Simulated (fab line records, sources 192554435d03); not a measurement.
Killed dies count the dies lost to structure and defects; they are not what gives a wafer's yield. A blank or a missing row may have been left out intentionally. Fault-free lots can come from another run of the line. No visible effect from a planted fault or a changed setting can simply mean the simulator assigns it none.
fab line records | flow n5-finfet
record lots=4 wafers=12 last-day=17
route steps=1938 shown BEOL_M5@1140 PASSIVATION@1936
lots that met no fault: from a run of the same line without faults
start-h: start of the lot's first displayed wafer, in hours after the record's first day | wait-h: how many hours have passed since the lot's step before this one | " as in the row above | L1.1+2: several wafers, shown together as one row | - no value present, or no start provided | * or withheld: withheld | < > ~ a bound
route shown NAME@n: NAME is a module with steps in the file, n the number in the route of the first one | usual: the fault-free wafers' mean and standard deviation | same: alike in all rows | chamber/n: place in a boat | sites: readings site by site | _std_site: standard deviation across them | _edge_site: mean of outer sites minus mean of inner sites | radius-mm: for every site, how far away it sits from the centre of the wafer | mask NAME#n: copy n | behind: the tool/chamber that last shaped the wafer | hold: the reason the lot was held/the length of the hold in hours/how it ended | device: names the non-switching transistor (n, p or np) | end of line: at the end of the route, the tests of the same wafers | for a step that has no rows: nothing shown but its recipe | killed: dies lost to structure and defects at the first sort, not the wafer's yield | map: the dies of a wafer, with x for killed, . for not killed, _ for no die there
set.NAME: the setting as run; set.NAME@STEP: as run at that earlier step | model.NAME: the simulator's own value behind a step, which no gauge read
certain route steps with their lots: each step a table, each wafer a row
services: from which hour (start-h, from the record's first day; less than 0 if before it) a tool's chamber was out of use, for how many hours, and why
## steps
# step N5_BEOL_M5_COAT_66
# recipe resist=SiARC temp-c=220 time-s=60 spin-rpm=1500 resist-thk-nm=12
# step N5_BEOL_M5_COAT_74
# recipe resist=underlayer temp-c=205 time-s=60 spin-rpm=1500 resist-thk-nm=5
# step N5_BEOL_M5_COAT_22
# recipe resist=CAR-EUV spin-rpm=1500 resist-thk-nm=30
# step N5_BEOL_M5_EBR_24
# recipe solvent=PGMEA ebr-width-mm=1.5
# step N5_BEOL_M5_SOFTBAKE_23
# recipe temp-c=110 time-s=60 resist=CAR-EUV
# step N5_BEOL_M5_EXPOSE_25
# recipe mask-id=V4 na=0.33 source-shape=quasar sigma-inner=0.2 sigma-outer=0.6 polarization=unpolarized defocus-nm=10 dose-mj=52.75
# step N5_BEOL_M5_PEB_26
# recipe peb-temp-c=100 peb-time-s=60 resist=CAR-EUV
# step N5_BEOL_M5_DEVELOP_27
# recipe develop-time-s=30 developer=TMAH resist=CAR-EUV rinse-liquid=surfactant-rinse dry=air-spin dev-temp-c=23
# step N5_BEOL_M5_DESCUM_33
# recipe chemistry=O2 time-s=7 source-power-w=50 bias-power-w=20 pressure-mtorr=20 rf-frequency-hz=2.712e+07 temp-c=40 resist=CAR-EUV o2-flow-sccm=225
# step N5_BEOL_M5_ETCH_75
# recipe chemistry=N2/H2 target=underlayer target-depth-a=65 mask-material=CAR-EUV time-s=5.2 ion-energy-ev=200 pressure-mtorr=30 source-w=840 bias-w=150 n2-flow-sccm=200 h2-flow-sccm=200 ends=cleared
# usual bias-w=150.0/0.44 chamber-pressure-mTorr=30.00/0.04 drypump-motor-current-A=5.85/0.21 etch-rf-on-time-s=5.19/0.081 n2-flow-sccm=200.0/0.55 oes-product-au=0.68/0.081 rf-vpp-V=524/3.1 showerhead-plenum-p-Torr=2.53/0.1 throttle-valve-pct=17.92/0.24
# columns lot.wafer tool chamber start-h wait-h bias-w chamber-pressure-mTorr drypump-motor-current-A etch-rf-on-time-s n2-flow-sccm oes-product-au rf-hours-counter-h rf-vpp-V showerhead-plenum-p-Torr throttle-valve-pct
L358.1 rie-diel-04 1 202.88 0.0 149.4 30.00 6.02 5.29 200.6 0.70 86 522 2.48 17.71
L358.3 " 2 " " 150.0 29.97 5.59 5.39 199.9 0.78 5 527 2.71 17.46
L358.6 " 3 " " 150.0 29.99 6.22 5.23 200.8 0.63 - 525 2.54 18.19
L359.2 rie-diel-04 0 211.14 0.0 149.1 30.06 5.54 5.12 200.2 0.61 196 524 2.41 17.93
L359.3 " 3 " " 149.4 30.02 6.21 5.17 200.2 0.63 184 524 2.54 18.18
L359.4 " 2 " " 149.8 30.02 5.58 5.26 199.8 0.77 7 528 2.71 17.47
L372.1 rie-diel-05 0 302.55 0.0 149.6 29.96 5.82 5.07 200.3 0.80 11 523 2.49 17.88
L372.4 " 3 " " 149.0 30.06 6.01 5.24 199.9 0.61 190 520 2.42 17.97
L372.5 " 0 " " 149.6 29.99 5.83 5.05 199.0 0.79 - 524 2.49 17.90
L375.1 rie-diel-04 1 319.77 0.0 150.1 29.96 5.98 5.27 199.8 0.70 114 521 2.47 17.74
L375.3 " 0 " " 149.7 30.02 5.51 5.19 200.8 0.60 222 521 2.40 17.99
L375.6 " 1 " " 150.2 30.05 6.00 5.26 199.9 0.69 - 520 2.47 17.73
# step N5_BEOL_M5_ETCH_67
# recipe chemistry=CF4 target=SiARC target-depth-a=156 mask-material=CAR-EUV time-s=26 ion-energy-ev=80 pressure-mtorr=40 source-w=545 bias-w=36 Ar_flow_sccm=100 cf4-flow-sccm=100 ends=cleared
# step N5_BEOL_M5_ETCH_68
# recipe chemistry=N2/H2 target=SOC target-depth-a=800 overetch-a=160 mask-material=SiARC temp-c=40 time-s=120 ion-energy-ev=200 pressure-mtorr=30 source-w=840 bias-w=150 n2-flow-sccm=200 h2-flow-sccm=200
# step N5_BEOL_M5_STRIP_69
# recipe chemistry=N2/H2 temp-c=40 n2-flow-sccm=200 h2-flow-sccm=200 rf-frequency-hz=6e+07
# step N5_BEOL_M5_STRIP_76
# recipe chemistry=N2/H2 temp-c=40 n2-flow-sccm=200 h2-flow-sccm=200 rf-frequency-hz=6e+07
# step N5_BEOL_M5_VIA_ETCH_34
# recipe chemistry=C4F6/O2 target=SiCOH_lowk target-depth-a=883 mask-material=SOC taper-deg=4 time-s=39.2 ion-energy-ev=250 pressure-mtorr=30 source-w=345 bias-w=185 Ar_flow_sccm=300 C4F6_flow_sccm=10 O2_flow_sccm=10
# step N5_BEOL_M5_STRIP_85
# recipe chemistry=C4F6/O2 resist=SiARC rf-frequency-hz=6e+07
# step N5_BEOL_M5_STRIP_36
# recipe chemistry=N2/H2 power-w=450 temp-c=40 pressure-mtorr=20 rf-frequency-hz=6e+07 overash-fraction=0.3 bias-power-w=7 h2-frac=0.5 n2-flow-sccm=200 h2-flow-sccm=200
# step N5_BEOL_M5_TRENCH_ETCH_37
# recipe chemistry=C4F6/O2 target-depth-a=716.52 target=SiCOH_lowk time-s=24.7 ion-energy-ev=250 pressure-mtorr=30 source-w=345 bias-w=185 Ar_flow_sccm=300 C4F6_flow_sccm=10 O2_flow_sccm=10
# step N5_BEOL_M5_ETCH_41
# recipe chemistry=CH3F/O2 target=SiCN target-depth-a=315 taper-deg=2 time-s=56.7 ion-energy-ev=120 mask-material=TiN pressure-mtorr=30 source-w=395 bias-w=75 Ar_flow_sccm=150 CH3F_flow_sccm=30 O2_flow_sccm=20
# step N5_BEOL_M5_STRIP_91
# recipe chemistry=N2/H2 time-s=10 power-w=450 temp-c=40 pressure-mtorr=20 rf-frequency-hz=6e+07 bias-power-w=7 n2-flow-sccm=200 h2-flow-sccm=200
# step N5_BEOL_M5_HM_STRIP_39
# recipe chemistry=peroxide-tin-strip material=TiN target-depth-a=250 temp-c=50 time-s=158
# step N5_BEOL_M5_SRD_40
# recipe time-s=30 temp-c=23 rinse-liquid=diw dry=ipa-marangoni
# step N5_BEOL_M5_PRECLEAN_42
# recipe chemistry=residue-remover time-s=60 temp-c=40
# step N5_BEOL_M5_SRD_43
# recipe time-s=30 temp-c=23 rinse-liquid=diw dry=ipa-marangoni
# step N5_BEOL_M5_CURE_80
# recipe temp-c=370 time-s=120 ambient=DMADMS/He material=SiCOH_lowk
# step N5_BEOL_M5_DEGAS_44
# recipe ambient=vacuum temp-c=250 time-s=60
# step N5_BEOL_M5_PRE_CLEAN_45
# recipe gas=H2/He time-s=30 temp-c=250
# step N5_BEOL_M5_ALD_86
# recipe material=TaN target-thk-a=* temp-c=275 ald-precursor-family=PDMAT ald-co-reactant=NH3 pressure-torr=3 carrier-flow-sccm=1500 pulse-time-s=2 purge-time-s=3 co-reactant-purge-time-s=2 co-reactant-pulse-time-s=3 ald-cycles=30 precursor-vessel-temp-c=75 precursor-vessel-pressure-torr=26.25 precursor-vessel-carrier-sccm=1000
# step N5_BEOL_M5_SURFACE_TREAT_87
# recipe gas=Ar time-s=* ion-energy-ev=* ion-current-ma-cm2=0.5 pressure-mtorr=* ar-flow-sccm=30
# step N5_BEOL_M5_CVD_47
# recipe material=Co target-thk-a=30 temp-c=withheld precursor=CCTBA/H2 pressure-torr=30 time-s=216
# step N5_BEOL_M5_SPUTTER_48
# recipe material=Cu target-thk-a=150 temp-c=-20 chamber-pressure-pa=0.07 power-w=withheld time-s=27.62
# step N5_BEOL_M5_ANNEAL_49
# recipe temp-c=400 time-s=1800 ambient=vacuum
# step N5_BEOL_M5_SPUTTER_81
# recipe material=Cu target-thk-a=150 temp-c=-20 chamber-pressure-pa=0.07 power-w=withheld time-s=27.62
# step N5_BEOL_M5_ANNEAL_82
# recipe temp-c=400 time-s=1800 ambient=vacuum
# step N5_BEOL_M5_SPUTTER_83
# recipe material=Cu target-thk-a=150 temp-c=-20 chamber-pressure-pa=0.07 power-w=withheld time-s=27.62
# step N5_BEOL_M5_ANNEAL_84
# recipe temp-c=400 time-s=1800 ambient=vacuum
# step N5_BEOL_M5_SPUTTER_88
# recipe material=Cu target-thk-a=150 temp-c=-20 chamber-pressure-pa=0.07 power-w=withheld time-s=27.62
# step N5_PASSIVATION_PROBE_49
# usual defect-limited-yield=91.0/1.5 killed_at_M0_to_M3=34/11 killed_at_M4_up=14/5.3 killed-at-contacts=13/7 killed-at-front-end=41/13 killed-at-other=4/3.1 killed-dies=106/17 killed-on-rim=14/3.9 killed-open=70/12 killed-short=35/8 sort_bin_5_function=5.2/0.98 sort_bin_6_memory=3.4/0.69 sort_bin_8_speed=0.00/0.007 sort-n-pass=1074/17 sort-yield-pct=91.0/1.5
# same gross-dies=1180 killed-at-back-side=0 sort_bin_4_leakage[%]=0
# columns lot.wafer tool chamber start-h wait-h defect-limited-yield[%] killed_at_M0_to_M3 killed_at_M4_up killed-at-contacts killed-at-front-end killed-at-other killed-dies killed-on-rim killed-open killed-short sort_bin_5_function[%] sort_bin_6_memory[%] sort_bin_8_speed[%] sort-n-pass sort-yield-pct[%]
L358.1 prober-01 - 292.73 0.0 84.7 37 97 14 27 6 181 27 71 27 10.5 3.2 0 999 84.7
L358.3 prober-01 - 292.83 0.1 85.5 33 93 6 36 3 171 29 63 28 9.2 3.7 0 1009 85.5
L358.6 prober-01 - 292.98 0.3 87.4 32 90 6 20 1 149 24 45 22 7.0 3.1 0 1031 87.4
L359.2 prober-02 - 301.99 0.1 86.7 35 70 15 32 5 157 26 76 33 8.2 3.7 0 1023 86.7
L359.3 prober-02 - 302.04 0.1 85.1 32 97 9 35 3 176 29 56 38 9.0 4.2 0 1004 85.1
L359.4 prober-02 - 302.09 0.2 84.6 30 97 19 33 3 182 27 65 38 9.4 3.8 0 998 84.6
L372.1 prober-01 - 397.95 0.0 91.4 41 10 8 40 2 101 14 65 35 5.6 2.7 0 1079 91.4
L372.4 prober-01 - 398.10 0.2 89.2 55 17 10 46 0 128 21 87 41 6.7 3.7 0.08 1051 89.1
L372.5 prober-01 - 398.15 0.2 92.6 31 6 3 47 0 87 11 64 23 3.9 3.4 0 1093 92.6
L375.1 prober-02 - 409.81 0.0 93.4 22 9 11 34 2 78 10 56 22 4.2 2.2 0 1102 93.4
L375.3 prober-02 - 409.91 0.1 90.8 52 12 4 39 1 108 18 72 35 5.0 3.8 0 1072 90.8
L375.6 prober-02 - 410.06 0.3 91.6 29 17 10 42 1 99 4 69 30 4.2 4.0 0 1081 91.6
# killed by level:class
L358.1 BEOL_M5:unspecified=82 BEOL_M3:geometric-particle:open=12 BEOL_M0_SAQP:geometric-particle:open=11 MOL_CONTACT_COAG:geometric-particle:open=10 FIN_SAQP:geometric-particle:open=7 STI_FIN_REVEAL:geometric-particle:open=6 BEOL_M3:geometric-particle:short=6 FIN_SAQP:geometric-particle:short=4
L358.3 BEOL_M5:unspecified=79 BEOL_M3:geometric-particle:open=12 BEOL_M3:geometric-particle:short=10 STI_FIN_REVEAL:geometric-particle:open=9 FIN_SAQP:geometric-particle:open=5 GATE_CUT:geometric-particle:open=5 MOL_CONTACT_COAG:geometric-particle:open=5 STARTING-WAFER:geometric-particle:short=5
L358.6 BEOL_M5:unspecified=82 BEOL_M3:geometric-particle:open=9 MOL_CONTACT_COAG:geometric-particle:open=5 BEOL_M0:geometric-particle:open=5 BEOL_M3:geometric-particle:short=5 BEOL_M0_SAQP:geometric-particle:open=4 BEOL_M4:geometric-particle:open=4 BEOL_M2:geometric-particle:open=3
L359.2 BEOL_M5:unspecified=48 STI_FIN_REVEAL:geometric-particle:open=11 MOL_CONTACT_COAG:geometric-particle:open=11 BEOL_M3:geometric-particle:open=7 BEOL_M4:geometric-particle:short=7 FIN_SAQP:geometric-particle:open=6 BEOL_M0_SAQP:geometric-particle:short=6 BEOL_M1:geometric-particle:open=6
L359.3 BEOL_M5:unspecified=82 MOL_CONTACT_COAG:geometric-particle:open=8 BEOL_M0_SAQP:geometric-particle:short=8 BEOL_M2:geometric-particle:open=8 FIN_SAQP:geometric-particle:short=7 STI_FIN_REVEAL:geometric-particle:open=6 BEOL_M3:geometric-particle:open=6 GATE_CUT:geometric-particle:short=5
L359.4 BEOL_M5:unspecified=79 MOL_CONTACT_COAG:geometric-particle:open=16 BEOL_M4:geometric-particle:open=8 FIN_SAQP:geometric-particle:short=7 BEOL_M0_SAQP:geometric-particle:short=7 BEOL_M2:geometric-particle:open=7 FIN_SAQP:geometric-particle:open=5 GATE_CUT:geometric-particle:short=5
L372.1 FIN_SAQP:geometric-particle:open=13 FIN_SAQP:geometric-particle:short=11 BEOL_M2:geometric-particle:open=9 BEOL_M1:geometric-particle:open=8 MOL_CONTACT_COAG:geometric-particle:open=7 BEOL_M0_SAQP:geometric-particle:short=6 BEOL_M3:geometric-particle:open=6 BEOL_M0_SAQP:geometric-particle:open=5
L372.4 BEOL_M0_SAQP:geometric-particle:open=17 BEOL_M0_SAQP:geometric-particle:short=11 FIN_SAQP:geometric-particle:short=10 MOL_CONTACT_COAG:geometric-particle:open=10 FIN_SAQP:geometric-particle:open=9 BEOL_M2:geometric-particle:open=9 BEOL_M4:geometric-particle:open=8 STI_FIN_REVEAL:geometric-particle:open=8
L372.5 STI_FIN_REVEAL:geometric-particle:open=14 BEOL_M0_SAQP:geometric-particle:open=11 FIN_SAQP:geometric-particle:open=7 BEOL_M2:geometric-particle:open=6 FIN_SAQP:geometric-particle:short=5 BEOL_M0_SAQP:geometric-particle:short=5 BEOL_M1:geometric-particle:open=4 FIN_CUT:geometric-particle:short=3
L375.1 STI_FIN_REVEAL:geometric-particle:open=10 MOL_CONTACT_COAG:geometric-particle:open=9 BEOL_M2:geometric-particle:open=8 BEOL_M3:geometric-particle:open=8 FIN_SAQP:geometric-particle:short=7 FIN_SAQP:geometric-particle:open=6 BEOL_M4:geometric-particle:open=5 BEOL_M2:geometric-particle:short=3
L375.3 BEOL_M1:geometric-particle:open=13 BEOL_M3:geometric-particle:open=10 BEOL_M0_SAQP:geometric-particle:open=9 STI_FIN_REVEAL:geometric-particle:open=7 BEOL_M0_SAQP:geometric-particle:short=7 STARTING-WAFER:geometric-particle:open=6 FIN_SAQP:geometric-particle:open=5 FIN_SAQP:geometric-particle:short=4
L375.6 FIN_SAQP:geometric-particle:open=12 BEOL_M0_SAQP:geometric-particle:open=12 BEOL_M4:geometric-particle:open=12 FIN_SAQP:geometric-particle:short=10 MOL_CONTACT_COAG:geometric-particle:open=9 BEOL_M3:geometric-particle:open=6 BEOL_M0_SAQP:geometric-particle:short=5 STI_FIN_REVEAL:geometric-particle:open=4
# map L358.1 (x killed, . not)
_________________.......x....________________
______________..x....x........x._____________
___________......x..x..............__________
__________..x....x....x............._________
________.......x......x.x............._______
_______.....x...........x..............______
______..xx...........x................x._____
_____...........x..............xx..x.x.x.____
____...x................x...........xx....___
___.x..x................xx..x..............__
___...................x.......x............__
__.....................x.....x.....xx....x.._
__.....................x..................x._
_x.........x..x.........xx...................
_......................x..............xxx...x
_......................................xxxxxx
_..x.....x....x...x.x................xxxxx..x
_.........x........x...............xxx.xxxxxx
_......x.x..x..xx.x...x..........x.x.xxxxxxxx
_...xx...x.....x...................xxxxxxxxxx
_..........x...........xx.x...x..x..xxxxxxxxx
__...x.....xx........x.x.........x.xxxxxxxxx_
__..................................xxxxxxxx_
___.............................x...x..xxxx__
___........x.......x...x.............xxx.xx__
____...................................x..___
_____........x......................x....____
______...................x.............._____
_______.x...................x........x.______
________....................x.......xx_______
__________........x..x.............._________
___________...........x...x.x..x.x.__________
______________...........x......_____________
_________________............________________
# map L359.4 (x killed, . not)
_________________xxxxxxxxxxx.________________
______________..xxxxxxxxxxxxx..._____________
___________..x..x.xxxxxxxxxxxx.x...__________
__________.x...xx.xxxxxxxxxx.x......_________
________........xxxxxxxxxxxx.........._______
_______..........x..xxxxxxx...x.......x______
______...x....x....xxxxxx...x..........._____
_____........x.........x.x..x........x...____
____.......x..x...x..x.......x...x........___
___xx.................xx...................__
___......x.................x.x.x...........__
__.x........x......xx...x.....x.....x...x..._
__.x..............x........xx..............._
_..............xx...................x.x......
_.....................x..........x......x....
_..x...........x..x..x.......................
_.......x...............x........x.x.......x.
_........x........x..........................
_.x...........................xx.x...........
_............x.............x.....x.....x..xx.
_..x..x..x................x.......x..........
__..........x..x........x.............x....._
__...................x.......x...xx........._
___...x.x.x...................xx...........__
___....................x......x.......x...x__
____x................x...........x........___
_____.....x..............................____
______.......x..........x...x..........._____
_______....x.......x...........x.......______
________x......................x......_______
__________...x.........x..........x._________
___________........................__________
______________.................._____________
_________________x.........x.________________
## services
# columns tool chamber start-h hours kind
rie-diel-05 1 210.42 - clean
rie-diel-05 1 210.42 - consumable-replace:focus-ring
rie-diel-05 1 210.42 23.2 scheduled-down
rie-diel-05 1 210.42 23.2 vent-cycle
rie-diel-04 - 234.11 1.7 repair
rie-diel-04 0 248.92 19.3 repair
rie-diel-05 0 250.22 - clean
rie-diel-05 0 250.22 - consumable-replace:focus-ring
rie-diel-05 0 250.22 13.9 scheduled-down
rie-diel-05 0 250.22 13.9 vent-cycle
rie-diel-05 - 261.73 0.6 repair
rie-diel-05 - 266.08 0.8 repair
rie-diel-04 1 276.61 5.4 repair
rie-diel-04 - 281.45 0.4 repair
rie-diel-04 1 283.72 16.7 repair
rie-diel-05 1 290.76 9.6 repair
## key
first-sign step=N5_PASSIVATION_PROBE_49 reading=killed_at_M4_up direction=up sigmas=15 usual=14 struck=91
effect step=N5_PASSIVATION_PROBE_49 reading=defect-limited-yield direction=down sigmas=3.6 usual=91.0 struck=85.6
more-kills-born-at N5_BEOL_M5_ETCH_75@rie-diel-04=452
met-at N5_BEOL_M5_ETCH_75
struck-wafers L358.1,L358.3,L358.6,L359.2,L359.3,L359.4
fault kind=chamber-particle-source tool=rie-diel-04 chamber=- onset-h=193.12 steps=N5_BEOL_M5_ETCH_75 rate-per-visit-cm2=0.65734 end-h=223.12
